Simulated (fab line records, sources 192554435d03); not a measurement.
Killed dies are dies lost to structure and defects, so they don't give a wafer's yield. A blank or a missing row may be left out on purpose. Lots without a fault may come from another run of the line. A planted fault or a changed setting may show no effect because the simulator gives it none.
fab line records | flow n5_finfet
record lots=9 wafers=27 last_day=17
route steps=1938 shown BEOL_M4@1111 BEOL_M9@1422 PASSIVATION@1936
lots that met no fault: from a run of the same line without faults
start_h: hours from the record's first day to the start of the lot's first wafer shown | wait_h: hours since the lot's step before | " the same as in the row above | L1.1+2: a row that stands for several wafers | - no value, or no start given | * or withheld: withheld | < > ~ a bound
route shown NAME@n: a module of which the file shows steps, and the number in the route of the first | usual: mean/standard deviation of fault-free wafers | same: alike in all rows | chamber/n: place in a boat | sites: the reading at each site | _std_site: their standard deviation | _edge_site: outer sites' mean less inner sites' | radius_mm: how far each site lies from the wafer's centre | mask NAME#n: copy n | behind: the tool/chamber that last shaped the wafer | hold: why the lot was held/for how many hours/how that ended | device: the transistor (n, p or np) that didn't switch | end of line: the same wafers' tests at the end of the route | a step without rows: its recipe alone | killed: dies lost to structure and defects at the first sort, not the wafer's yield | map: a wafer's dies, x killed, . not, _ none there
set.NAME: the setting as run; set.NAME@STEP: as run at that earlier step | model.NAME: the simulator's own value behind a step, which no gauge read
steps of the route over a sample of lots; a table a step, a row a wafer
services: from which hour (start_h, from the record's first day; less than 0 if before it) a tool's chamber was out of use, for how many hours, and why
## steps
# step N5_BEOL_M4_RC_MEAS_101
# usual DIBL_N=36.3/1.8 DIBL_P=36.5/2.1 IOFF_N=0.16/0.031 IOFF_P=0.22/0.038 ION_N=677/12 ION_P=466/7.8 SS_N=71.5/0.61 SS_P=73.2/0.7 VT_N=249/3 VT_P=-248.9/3
# columns lot.wafer tool chamber start_h wait_h DIBL_N[mV/V] DIBL_P[mV/V] IOFF_N[nA/um] IOFF_P[nA/um] ION_N[uA/um] ION_P[uA/um] SS_N[mV/dec] SS_P[mV/dec] VT_N[mV] VT_P[mV]
L128.1 prober-02 0 200.24 0.0 38.2 38.6 0.20 0.24 693 464 72.0 73.6 247 -246.9
L128.2 " 0 " " 36.2 36.3 0.17 0.20 688 462 71.4 72.0 250 -250.2
L128.5 " 0 " " 39.2 38.9 0.22 0.27 691 466 72.4 73.8 244 -246.2
L133.2 prober-02 0 217.02 0.2 35.5 37.0 0.17 0.27 689 478 71.1 73.5 246 -243.1
L133.5 " 0 " " 34.6 35.8 0.15 0.24 687 480 71.0 72.2 249 -246.4
L133.6 " 0 " " 39.3 42.0 0.28 0.38 708 488 72.2 73.6 238 -240.6
L132.1 prober-01 0 229.69 0.0 35.2 34.4 0.14 0.19 678 469 71.7 72.3 249 -249.9
L132.3 " 0 " " 39.7 39.6 0.22 0.26 673 460 72.0 74.2 247 -245.4
L132.4 " 0 " " 40.4 41.0 0.24 0.30 703 474 71.7 74.4 242 -245.9
L131.2 prober-01 0 231.71 0.2 38.0 38.8 0.20 0.24 697 470 72.1 74.1 246 -249.7
L131.3 " 0 " " 38.9 39.3 0.21 0.25 705 468 71.5 74.0 246 -250.0
L131.4 " 0 " " 37.6 37.4 0.17 0.22 679 458 71.4 74.1 249 -252.2
L136.1 prober-01 0 236.79 0.0 39.5 38.0 0.17 0.22 673 458 72.5 74.0 249 -249.8
L136.3 " 0 " " 37.6 36.5 0.16 0.22 673 468 71.8 72.9 250 -250.6
L136.6 " 0 " " 40.1 38.6 0.18 0.23 686 466 72.8 74.0 250 -247.5
L139.1 prober-01 0 263.90 0.0 37.1 35.6 0.15 0.21 672 465 72.3 73.7 253 -248.6
L139.4 " 0 " " 38.7 37.7 0.19 0.25 687 471 72.5 73.8 250 -247.8
L139.5 " 0 " " 38.9 38.3 0.18 0.27 679 467 72.9 73.5 250 -247.4
L140.1 prober-02 0 267.05 0.0 36.2 36.2 0.15 0.23 666 464 71.3 73.1 252 -248.3
L140.3 " 0 " " 35.5 36.1 0.15 0.22 679 474 71.7 73.5 247 -250.4
L140.6 " 0 " " 39.4 40.5 0.21 0.32 687 479 71.9 73.8 244 -243.2
L144.4 prober-02 0 281.58 0.5 34.9 35.1 0.15 0.21 681 469 71.1 72.8 247 -249.8
L144.5 " 0 " " 37.3 38.4 0.20 0.25 686 470 71.6 73.8 247 -248.2
L144.6 " 0 " " 34.2 34.0 0.14 0.18 664 462 71.3 72.1 251 -254.4
L146.2 prober-02 0 300.58 0.2 33.1 33.0 0.12 0.19 661 466 70.7 71.9 255 -247.7
L146.4 " 0 " " 34.5 34.4 0.14 0.21 685 470 70.8 73.4 251 -247.6
L146.6 " 0 " " 35.5 35.7 0.16 0.23 669 469 70.9 72.7 248 -248.0
# step N5_BEOL_M9_HM_OPEN_17
# recipe chemistry=Cl2/BCl3 target_depth_a=200 overetch_a=60 target=TiN mask_material=SOC ion_energy_ev=150 pressure_mtorr=10 icp_w=1000 bias_w=126 Cl2_flow_sccm=53.25 bcl3_flow_sccm=21.75 Ar_flow_sccm=25
# usual drypump_motor_current_A=5.6/0.46 mfc_cl2_sccm=53.24/0.15 oes_product_au=0.66/0.068 rf_fwd_power_W=994/3.7 throttle_valve_pct=22.09/0.19
# columns lot.wafer tool chamber start_h wait_h drypump_motor_current_A mfc_cl2_sccm oes_product_au rf_fwd_power_W rf_hours_counter_h throttle_valve_pct
L128.1 rie_metal-01 0 245.02 0.0 5.9 53.23 0.65 997 45 21.66
L128.2 " 1 " " 5.8 53.23 0.57 994 98 22.00
L128.5 " 1 " " 5.9 53.22 0.58 993 - 22.02
L133.2 rie_metal-03 0 257.56 0.0 6.0 53.08 0.61 993 75 22.18
L133.5 " 0 " " 6.0 53.18 0.61 995 - 22.17
L133.6 " 1 " " 4.9 53.31 0.75 999 - 22.23
L132.1 rie_metal-03 0 272.22 0.0 6.0 53.23 0.60 991 76 22.16
L132.3 " 1 " " 4.9 53.13 0.73 994 - 22.24
L132.4 " 0 " " 6.0 52.99 0.60 997 - 22.16
L131.2 rie_metal-03 1 272.93 0.0 4.9 53.32 0.74 1000 17 22.24
L131.3 " 0 " " 6.0 53.31 0.59 985 - 22.20
L131.4 " 1 " " 4.9 53.22 0.73 999 - 22.26
L136.1 rie_metal-03 1 277.46 0.0 4.9 53.08 0.74 991 17 22.25
L136.3 " 1 " " 4.9 53.35 0.74 1000 - 22.24
L136.6 " 0 " " 6.0 53.14 0.60 988 - 22.17
L139.1 rie_metal-03 0 307.15 0.0 6.0 53.31 0.59 991 79 22.18
L139.4 " 1 " " 4.9 53.51 0.72 990 - 22.26
L139.5 " 0 " " 6.0 53.25 0.59 997 - 22.18
L140.1 rie_metal-03 1 312.58 0.0 4.9 53.42 0.73 997 21 22.23
L140.3 " 0 " " 6.0 53.37 0.60 991 - 22.18
L140.6 " 1 " " 4.9 53.32 0.73 999 - 22.23
L144.4 rie_metal-03 0 326.20 0.1 6.0 53.28 0.59 991 - 22.18
L144.5 " 0 " " 6.0 53.02 0.60 991 - 22.18
L144.6 " 1 " " 4.9 53.21 0.72 998 - 22.23
L146.2 rie_metal-01 0 343.94 0.0 5.9 53.22 0.64 995 54 21.66
L146.4 " 0 " " 5.9 53.15 0.64 991 - 21.65
L146.6 " 1 " " 5.9 53.16 0.57 991 - 22.02
# step N5_BEOL_M9_INSPECT_30
# recipe mode=adi inspect_instrument=brightfield
# usual raw_defect_count=385/98
# columns lot.wafer tool chamber start_h wait_h raw_defect_count
L128.1 defect_inspect-01 - 249.02 0.1 451
L128.2 " - " " 356
L128.5 " - " " 376
L133.2 defect_inspect-01 - 259.51 0.0 689
L133.5 " - " " 390
L133.6 " - " " 527
L132.1 defect_inspect-01 - 275.99 0.1 320
L132.3 " - " " 375
L132.4 " - " " 350
L131.2 defect_inspect-01 - 276.18 0.0 382
L131.3 " - " " 384
L131.4 " - " " 345
L136.1 defect_inspect-01 - 279.40 0.1 375
L136.3 " - " " 374
L136.6 " - " " 500
L139.1 defect_inspect-01 - 311.00 0.1 509
L139.4 " - " " 595
L139.5 " - " " 595
L140.1 defect_inspect-01 - 315.15 0.1 323
L140.3 " - " " 405
L140.6 " - " " 258
L144.4 defect_inspect-01 - 330.82 0.0 332
L144.5 " - " " 404
L144.6 " - " " 340
L146.2 defect_inspect-01 - 345.50 0.0 211
L146.4 " - " " 429
L146.6 " - " " 346
# step N5_BEOL_M9_VIA_ETCH_34
# recipe chemistry=C4F6/O2 target=SiCOH_lowk target_depth_a=1824 mask_material=SOC taper_deg=4 time_s=68.4 ion_energy_ev=250 pressure_mtorr=30 source_w=345 bias_w=185 Ar_flow_sccm=300 C4F6_flow_sccm=10 O2_flow_sccm=10
# usual C4F6_flow_sccm=10.00/0.031 O2_flow_sccm=10.002/0.029 drypump_motor_current_A=5.9/0.4 oes_product_au=0.78/0.094 rf_fwd_power_W=342.4/0.91 rf_vpp_V=666/9.5 showerhead_plenum_p_Torr=2.87/0.077 throttle_valve_pct=20.93/0.3
# columns lot.wafer tool chamber start_h wait_h C4F6_flow_sccm O2_flow_sccm drypump_motor_current_A oes_product_au rf_fwd_power_W rf_hours_counter_h rf_vpp_V showerhead_plenum_p_Torr throttle_valve_pct
L128.1 rie_diel-03 0 249.24 0.0 10.03 10.004 6.2 1.01 344.8 1 674 2.91 20.89
L128.2 " 3 " " 10.00 10.049 6.3 0.90 340.4 19 669 2.90 20.45
L128.5 " 0 " " 10.03 9.952 6.2 1.01 341.4 - 673 2.91 20.89
L133.2 rie_diel-04 2 259.72 0.0 10.03 9.980 6.3 0.97 342.9 3 671 2.90 20.81
L133.5 " 0 " " 10.08 10.001 6.1 0.81 342.2 - 683 2.86 20.41
L133.6 " 1 " " 9.96 10.005 6.3 0.72 343.3 - 664 2.98 21.07
L132.1 rie_diel-06 1 276.26 0.0 - - - - - - - - -
L132.3 " 2 " " - - - - - - - - -
L132.4 " 0 " " - - - - - - - - -
L131.2 rie_diel-04 0 276.39 0.0 - - - - - - - - -
L131.3 " 3 " " - - - - - - - - -
L131.4 " 2 " " - - - - - - - - -
L136.1 rie_diel-06 3 279.61 0.0 10.01 10.010 6.0 0.68 341.0 228 650 2.69 21.20
L136.3 " 0 " " 9.95 9.954 5.4 0.70 343.5 218 672 2.82 21.37
L136.6 " 2 " " 10.00 10.037 5.4 0.78 341.8 - 660 2.75 20.85
L139.1 rie_diel-04 2 311.22 0.0 9.98 10.037 6.4 0.94 343.5 15 672 2.90 20.85
L139.4 " 3 " " 10.02 9.983 5.3 0.70 343.4 227 664 2.92 21.26
L139.5 " 2 " " 9.99 10.016 6.4 0.93 343.0 - 671 2.90 20.84
L140.1 rie_diel-06 0 315.36 0.0 9.99 10.006 5.4 0.68 341.6 231 670 2.81 21.39
L140.3 " 2 " " 10.03 9.976 5.5 0.76 343.0 122 660 2.74 20.86
L140.6 " 0 " " 10.03 10.023 5.4 0.68 342.1 - 672 2.81 21.39
L144.4 rie_diel-04 0 331.63 0.0 10.03 10.067 6.1 0.80 342.3 113 684 2.85 20.44
L144.5 " 1 " " 9.94 10.011 6.3 0.71 343.3 - 662 2.97 21.08
L144.6 " 0 " " 9.99 9.972 6.1 0.80 341.9 - 681 2.85 20.45
L146.2 rie_diel-04 1 345.71 0.0 9.96 10.045 6.3 0.70 341.7 196 663 2.97 21.10
L146.4 " 2 " " 9.98 10.029 6.4 0.91 340.6 27 672 2.89 20.86
L146.6 " 3 " " 10.03 9.987 5.3 0.70 343.1 - 661 2.92 21.27
# step N5_BEOL_M9_ETCH_41
# recipe chemistry=CH3F/O2 target=SiCN target_depth_a=366 taper_deg=2 time_s=70.1 ion_energy_ev=120 mask_material=TiN pressure_mtorr=30 source_w=395 bias_w=75 Ar_flow_sccm=150 CH3F_flow_sccm=30 O2_flow_sccm=20
# usual CH3F_flow_sccm=30.01/0.09 O2_flow_sccm=20.00/0.061 drypump_motor_current_A=5.9/0.4 oes_product_au=0.78/0.094 rf_fwd_power_W=392.0/1.2 rf_vpp_V=297.5/1.4 showerhead_plenum_p_Torr=2.02/0.056 throttle_valve_pct=16.35/0.3
# columns lot.wafer tool chamber start_h wait_h CH3F_flow_sccm O2_flow_sccm drypump_motor_current_A oes_product_au rf_fwd_power_W rf_hours_counter_h rf_vpp_V showerhead_plenum_p_Torr throttle_valve_pct
L128.1 rie_diel-03 0 - - 29.87 20.02 6.2 1.01 391.1 1 298.5 2.05 16.24
L128.2 " 3 " " 30.12 20.11 6.3 0.89 392.4 19 297.5 2.04 15.86
L128.5 " 0 " " 30.05 19.96 6.2 1.00 390.3 - 298.5 2.05 16.24
L133.2 rie_diel-04 2 - - 29.99 19.92 6.4 0.98 391.1 3 298.3 2.04 16.20
L133.5 " 0 " " 29.97 19.97 6.1 0.82 391.1 - 296.6 2.01 15.87
L133.6 " 1 " " 30.17 20.04 6.3 0.72 392.6 - 298.9 2.10 16.46
L132.1 rie_diel-06 1 - - 30.10 20.07 5.3 0.71 393.2 170 296.5 2.01 16.47
L132.3 " 2 " " 29.95 20.05 5.5 0.78 392.2 108 294.8 1.93 16.30
L132.4 " 0 " " 29.96 19.84 5.4 0.69 390.3 217 296.4 1.98 16.81
L131.2 rie_diel-04 0 - - 29.99 19.96 6.1 0.82 391.9 95 297.2 2.01 15.88
L131.3 " 3 " " 30.23 19.99 5.3 0.72 391.9 216 300.4 2.06 16.71
L131.4 " 2 " " 29.90 20.00 6.4 0.96 392.6 7 298.1 2.04 16.21
L136.1 rie_diel-06 3 - - 30.03 19.99 6.0 0.68 390.2 228 296.8 1.89 16.67
L136.3 " 0 " " 29.99 20.03 5.4 0.70 392.8 218 296.8 1.98 16.81
L136.6 " 2 " " 30.09 20.00 5.5 0.78 391.5 - 296.5 1.93 16.31
L139.1 rie_diel-04 2 - - 29.91 19.92 6.4 0.93 390.3 16 298.8 2.04 16.22
L139.4 " 3 " " 30.06 20.03 5.4 0.71 391.7 227 298.2 2.06 16.73
L139.5 " 2 " " 29.87 19.95 6.4 0.94 393.3 - 298.6 2.04 16.23
L140.1 rie_diel-06 0 - - 30.04 20.09 5.4 0.68 389.4 231 296.7 1.97 16.83
L140.3 " 2 " " 30.15 19.93 5.5 0.76 392.7 122 296.6 1.93 16.32
L140.6 " 0 " " 29.97 20.09 5.4 0.69 390.1 - 298.3 1.97 16.83
L144.4 rie_diel-04 0 - - 30.09 20.08 6.1 0.79 390.9 113 297.3 2.00 15.92
L144.5 " 1 " " 29.99 20.01 6.4 0.70 391.2 - 298.9 2.09 16.50
L144.6 " 0 " " 30.01 20.01 6.1 0.80 392.0 - 297.3 2.00 15.93
L146.2 rie_diel-04 1 - - 29.95 19.92 6.3 0.69 392.1 196 297.7 2.09 16.50
L146.4 " 2 " " 29.85 20.04 6.4 0.90 392.7 27 297.8 2.04 16.26
L146.6 " 3 " " 30.06 20.00 5.4 0.70 393.3 - 297.8 2.06 16.74
# step N5_PASSIVATION_PROBE_49
# usual defect_limited_yield=91.2/1.5 killed_at_M0_to_M3=33/9.6 killed_at_M4_up=14/5.6 killed_at_contacts=14/5.5 killed_at_front_end=40/13 killed_at_other=4/3 killed_dies=104/17 killed_on_rim=14/4.3 killed_open=68/13 killed_short=33/7.2 sort_bin_4_leakage=0.00/0.014 sort_bin_5_function=5.2/0.95 sort_bin_6_memory=3.3/0.62 sort_n_pass=1076/17 sort_yield_pct=91.2/1.5
# same gross_dies=1180 killed_at_back_side=0 sort_bin_8_speed[%]=0
# columns lot.wafer tool chamber start_h wait_h defect_limited_yield[%] killed_at_M0_to_M3 killed_at_M4_up killed_at_contacts killed_at_front_end killed_at_other killed_dies killed_on_rim killed_open killed_short sort_bin_4_leakage[%] sort_bin_5_function[%] sort_bin_6_memory[%] sort_n_pass sort_yield_pct[%]
L132.1 prober-02 - 337.04 0.0 0 37 1098 9 31 5 1180 152 55 36 0 96.5 3.2 0 0
L132.3 prober-02 - 337.14 0.1 0 24 1090 22 37 7 1180 152 66 36 0 96.4 3.1 0 0
L132.4 prober-02 - 337.19 0.2 0 37 1093 10 32 8 1180 152 58 43 0 95.9 3.5 0 0
L131.2 prober-01 - 337.64 0.1 0 18 1104 24 32 2 1180 152 66 25 0 97.2 2.6 0 0
L131.3 prober-01 - 337.69 0.1 0 29 1087 24 33 7 1180 152 72 38 0 96.0 3.6 0 0
L131.4 prober-01 - 337.74 0.2 0 33 1066 25 43 13 1180 152 82 42 0 95.5 4.1 0 0
L139.1 prober-01 - 372.57 0.0 90.7 36 8 11 47 8 110 15 68 36 0 5.6 3.1 1070 90.7
L139.4 prober-01 - 372.72 0.2 91.0 19 11 13 54 9 106 19 62 38 0 5.3 3.3 1074 91.0
L139.5 prober-01 - 372.77 0.2 90.7 24 9 13 50 14 110 15 69 31 0 5.3 3.5 1070 90.7
L140.1 prober-02 - 386.41 0.0 91.6 31 8 17 41 2 99 14 59 38 0 5.0 2.9 1081 91.6
L140.3 prober-02 - 386.51 0.1 93.3 18 9 13 36 3 79 17 49 23 0 3.6 2.5 1101 93.3
L140.6 prober-02 - 386.66 0.3 91.9 31 11 8 39 6 95 13 63 32 0 4.2 3.4 1085 91.9
L146.2 prober-02 - 409.54 0.1 90.8 43 3 15 46 2 109 11 75 29 0 4.5 4.0 1071 90.8
L146.4 prober-02 - 409.64 0.2 87.6 53 16 15 62 0 146 20 103 41 0 7.1 4.8 1034 87.6
L146.6 prober-02 - 409.74 0.3 91.6 30 12 14 41 2 99 9 63 33 0 4.6 3.7 1081 91.6
# killed by level:class
L132.1 BEOL_M9:area_etch=1089 BEOL_M0_SAQP:geometric_particle:open=11 BEOL_M1:geometric_particle:open=8 BEOL_M2:geometric_particle:open=7 STARTING-WAFER:geometric_particle:short=7 FIN_SAQP:geometric_particle:short=6 MOL_CONTACT_COAG:geometric_particle:open=6 FIN_SAQP:geometric_particle:open=5
L132.3 BEOL_M9:area_etch=1076 MOL_CONTACT_COAG:geometric_particle:open=18 STI_FIN_REVEAL:geometric_particle:open=11 GATE_CUT:geometric_particle:short=9 BEOL_M4:geometric_particle:open=8 BEOL_M1:geometric_particle:open=7 BEOL_M0_SAQP:geometric_particle:short=5 BEOL_M2:geometric_particle:open=5
L132.4 BEOL_M9:area_etch=1078 BEOL_M2:geometric_particle:open=8 MOL_CONTACT_COAG:geometric_particle:open=8 BEOL_M4:geometric_particle:open=7 FIN_SAQP:geometric_particle:open=6 FIN_SAQP:geometric_particle:short=6 BEOL_M0_SAQP:geometric_particle:open=6 BEOL_M0_SAQP:geometric_particle:short=6
L131.2 BEOL_M9:area_etch=1089 MOL_CONTACT_COAG:geometric_particle:open=19 STI_FIN_REVEAL:geometric_particle:open=13 FIN_SAQP:geometric_particle:open=7 BEOL_M4:geometric_particle:open=7 MOL_CONTACT_COAG:geometric_particle:short=5 BEOL_M5:geometric_particle:open=5 GATE_CUT:geometric_particle:short=3
L131.3 BEOL_M9:area_etch=1070 MOL_CONTACT_COAG:geometric_particle:open=19 FIN_SAQP:geometric_particle:open=9 FIN_SAQP:geometric_particle:short=7 BEOL_M0_SAQP:geometric_particle:short=6 BEOL_M3:geometric_particle:open=6 DUMMY_GATE:geometric_particle:open=5 MOL_CONTACT_COAG:geometric_particle:short=5
L131.4 BEOL_M9:area_etch=1055 MOL_CONTACT_COAG:geometric_particle:open=20 STI_FIN_REVEAL:geometric_particle:open=16 BEOL_M0_SAQP:geometric_particle:open=10 FIN_SAQP:geometric_particle:open=5 FIN_SAQP:geometric_particle:short=5 MOL_CONTACT_COAG:geometric_particle:short=5 BEOL_M1:geometric_particle:short=5
L139.1 FIN_SAQP:geometric_particle:open=13 BEOL_M0_SAQP:geometric_particle:open=13 FIN_SAQP:geometric_particle:short=10 STI_FIN_REVEAL:geometric_particle:open=9 BEOL_M0_SAQP:geometric_particle:short=9 MOL_CONTACT_COAG:geometric_particle:open=8 BEOL_M2:geometric_particle:open=6 PASS1_DEP:geometric_particle:open=4
L139.4 STI_FIN_REVEAL:geometric_particle:open=11 FIN_SAQP:geometric_particle:open=10 MOL_CONTACT_COAG:geometric_particle:open=9 FIN_SAQP:geometric_particle:short=6 ILD0:geometric_particle:short=6 GATE_CUT:geometric_particle:open=6 BEOL_M2:geometric_particle:open=6 BEOL_M0_SAQP:geometric_particle:open=4
L139.5 STI_FIN_REVEAL:geometric_particle:open=18 MOL_CONTACT_COAG:geometric_particle:open=13 FIN_SAQP:geometric_particle:short=8 FIN_SAQP:geometric_particle:open=6 BEOL_M3:geometric_particle:open=6 STARTING-WAFER:geometric_particle:short=5 BEOL_M2:geometric_particle:open=4 PASS1_CAP:geometric_particle:short=4
L140.1 FIN_SAQP:geometric_particle:open=12 MOL_CONTACT_COAG:geometric_particle:open=9 FIN_SAQP:geometric_particle:short=8 STI_FIN_REVEAL:geometric_particle:open=7 MOL_CONTACT_COAG:geometric_particle:short=7 BEOL_M2:geometric_particle:open=7 BEOL_M2:geometric_particle:short=6 BEOL_M3:geometric_particle:open=6
L140.3 MOL_CONTACT_COAG:geometric_particle:open=13 FIN_SAQP:geometric_particle:open=6 HKMG_FIN:area_etch=6 FIN_SAQP:geometric_particle:short=5 STI_FIN_REVEAL:geometric_particle:open=4 BEOL_M3:geometric_particle:short=4 DUMMY_GATE:geometric_particle:open=4 BEOL_M4:geometric_particle:open=4
L140.6 FIN_SAQP:geometric_particle:open=11 BEOL_M1:geometric_particle:open=8 STI_FIN_REVEAL:geometric_particle:open=7 MOL_CONTACT_COAG:geometric_particle:open=7 FIN_SAQP:geometric_particle:short=6 BEOL_M2:geometric_particle:open=6 BEOL_M4:geometric_particle:open=6 GATE_CUT:geometric_particle:short=4
L146.2 STI_FIN_REVEAL:geometric_particle:open=19 MOL_CONTACT_COAG:geometric_particle:open=14 BEOL_M3:geometric_particle:open=9 BEOL_M0_SAQP:geometric_particle:open=8 BEOL_M2:geometric_particle:open=6 BEOL_M0_SAQP:geometric_particle:short=6 FIN_SAQP:geometric_particle:open=5 BEOL_M3:geometric_particle:short=5
L146.4 STI_FIN_REVEAL:geometric_particle:open=34 MOL_CONTACT_COAG:geometric_particle:open=13 BEOL_M2:geometric_particle:open=12 BEOL_M3:geometric_particle:open=11 BEOL_M0_SAQP:geometric_particle:short=10 FIN_SAQP:geometric_particle:open=8 BEOL_M0_SAQP:geometric_particle:open=8 STI_FIN_REVEAL:geometric_particle:short=7
L146.6 MOL_CONTACT_COAG:geometric_particle:open=11 STI_FIN_REVEAL:geometric_particle:open=9 BEOL_M3:geometric_particle:open=8 FIN_SAQP:geometric_particle:open=7 STI_FIN_REVEAL:geometric_particle:short=6 BEOL_M2:geometric_particle:open=6 BEOL_M4:geometric_particle:open=6 FIN_SAQP:geometric_particle:short=5
## services
# columns tool chamber start_h hours kind
rie_diel-03 0 224.48 - clean
rie_diel-03 0 224.48 - consumable_replace:focus_ring
rie_diel-03 0 224.48 20.7 scheduled_down
rie_diel-03 0 224.48 20.7 vent_cycle
rie_diel-04 2 234.06 - clean
rie_diel-04 2 234.06 - consumable_replace:focus_ring
rie_diel-04 2 234.06 14.5 scheduled_down
rie_diel-04 2 234.06 14.5 vent_cycle
rie_metal-01 - 241.19 2.8 pm
rie_diel-03 - 272.06 0.8 repair
rie_diel-03 3 317.24 8.8 repair
rie_diel-04 3 334.18 5.4 repair
rie_metal-03 0 338.21 3.2 repair
rie_diel-06 3 342.84 - clean
rie_diel-06 3 342.84 - consumable_replace:esc
rie_diel-06 3 342.84 - consumable_replace:focus_ring
rie_diel-06 3 342.84 - consumable_replace:showerhead
rie_diel-06 3 342.84 36.3 scheduled_down
rie_diel-06 3 342.84 36.3 vent_cycle
## key
first_sign step=N5_BEOL_M9_VIA_ETCH_34 reading=tool_record direction=missing
effect step=N5_PASSIVATION_PROBE_49 reading=killed_at_M4_up direction=up sigmas=99+ usual=14 struck=1090
more_kills_born_at N5_BEOL_M9_VIA_ETCH_34@rie_diel-06=3243 N5_BEOL_M9_VIA_ETCH_34@rie_diel-04=3214
met_at N5_BEOL_M9_VIA_ETCH_34
struck_lots L131,L132
later_rows_left_out L131.2,L131.3,L131.4,L132.1,L132.3,L132.4
not_acting_at N5_BEOL_M9_HM_OPEN_17,N5_BEOL_M9_INSPECT_30,N5_BEOL_M9_ETCH_41
onset_between 259.72 276.26
fault kind=skipped_step_whole tool=rie_diel-04,rie_diel-06 chamber=- onset_h=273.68 steps=N5_BEOL_M9_VIA_ETCH_34 scope=struck_lots_only
# later_rows_left_out: the simulator's readings of these wafers behind a module that went badly wrong aren't trusted and aren't shown, but for the sort
